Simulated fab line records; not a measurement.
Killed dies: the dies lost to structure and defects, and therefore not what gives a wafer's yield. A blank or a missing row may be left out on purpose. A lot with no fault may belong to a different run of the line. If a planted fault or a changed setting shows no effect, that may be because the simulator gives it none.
One fault through the eyes of 2 desks	flow n5Finfet	what lay behind the numbers comes last; until then each desk has only its own

## FROM THE METROLOGY DESK
What the gauges read, lot by lot, whatever tool the lot ran on: means of the sampled wafers that have a number. If a lot's mean is further than 4 standard deviations from the usual mean, the lot is out of limits and carries the mark OUT (the distance appears in the brackets). Readings shown: 7 out of 23 (the first out of limits, and those lying furthest out on some lot).
Columns: A = COMB_M10 at N5_BEOL_M15_RC_MEAS_101, usual 1.5e-11 S/m; B = COMB_M10_max_site at N5_BEOL_M15_RC_MEAS_101, usual 2.1e-11 S/m; C = COMB_M14 at N5_BEOL_M15_RC_MEAS_101, usual 4e-12 S/m; D = COMB_M15 at N5_BEOL_M15_RC_MEAS_101, usual 2.8e-12 S/m; E = COMB_M5 at N5_BEOL_M15_RC_MEAS_101, usual 3.7e-11 S/m; F = SERP_M11 at N5_BEOL_M15_RC_MEAS_101, usual 3.07 ohm/um; G = SERP_M13 at N5_BEOL_M15_RC_MEAS_101, usual 0.309 ohm/um
lot	first seen here	A	B	C	D	E	F	G
L367	day 15 05:09	1.4e-11	2.2e-11	5e-12	3.2e-12	3.3e-11	3.09	0.320
L368	day 15 12:46	1.9e-11	2.5e-11	5e-12	3.6e-12	3.4e-11	3.08	0.312
L372	day 16 13:37	1.8e-11	2.2e-11	4e-12	3.2e-12	3.8e-11	3.03	0.311
L378	day 17 15:37	1.3e-11	1.8e-11	5e-12	3.5e-12	3.7e-11	3.07	0.305
L383	day 18 12:28	1.2e-11	1.7e-11	2e-12	1.2e-12	3.5e-11	3.06	0.304
L387	day 19 08:47	1.5e-11	1.9e-11	4e-12	3.3e-12	2.5e-11	3.09	0.300
L386	day 19 13:45	1.1e-11	1.9e-11	3e-12	1.6e-12	5.5e-11	2.94	0.307
L384	day 20 07:07	3.9e-11 (+7.1) OUT	5.3e-11 (+6.5) OUT	3e-12	1.1e-12	3.9e-11	3.13	0.305
Per this desk, out of limits: L384; the first was L384, day 20 07:07 (COMB_M10 at N5_BEOL_M15_RC_MEAS_101). Within limits: L367, L368, L372, L378, L383, L387, L386.

## AT THE TOOL OWNER'S DESK: aldMetal-03
The tool's own readings at N5_BEOL_M10_ALD_74 (deposits TaN, target thk 2 nm, pulse time 2 s, purge time 3 s): means of the sampled wafers that have a number, for each lot that ran on this tool. If a lot's mean is further than 4 standard deviations from the usual mean, the lot is out of limits and carries the mark OUT (the distance appears in the brackets).
Columns: A = heaterPowerW at N5_BEOL_M10_ALD_74, usual 417 W
lot	first seen here	A
L367	day 13 17:20	438
L378	day 16 03:10	389
L384	day 18 21:38	386
This desk's finding: nothing out of limits on any of the 3 lots.

## ALL TOGETHER
At day 20 07:07 the metrology desk could have sounded an alarm, on L384.
The desk of the tool owner found nothing out of limits.
The tool owner's desk has L384 on record, within its limits.
The lots listed all ran N5_BEOL_M10_ALD_74 on aldMetal-03.

## WHAT WAS PUT IN BY THE SIMULATOR
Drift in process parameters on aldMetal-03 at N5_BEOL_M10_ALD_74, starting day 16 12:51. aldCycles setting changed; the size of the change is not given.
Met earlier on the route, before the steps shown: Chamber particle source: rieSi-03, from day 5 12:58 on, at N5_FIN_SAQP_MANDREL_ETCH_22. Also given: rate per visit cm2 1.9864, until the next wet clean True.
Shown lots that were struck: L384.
Delay in hours, fault start to first out-of-limits reading, per desk: metrology desk 90.
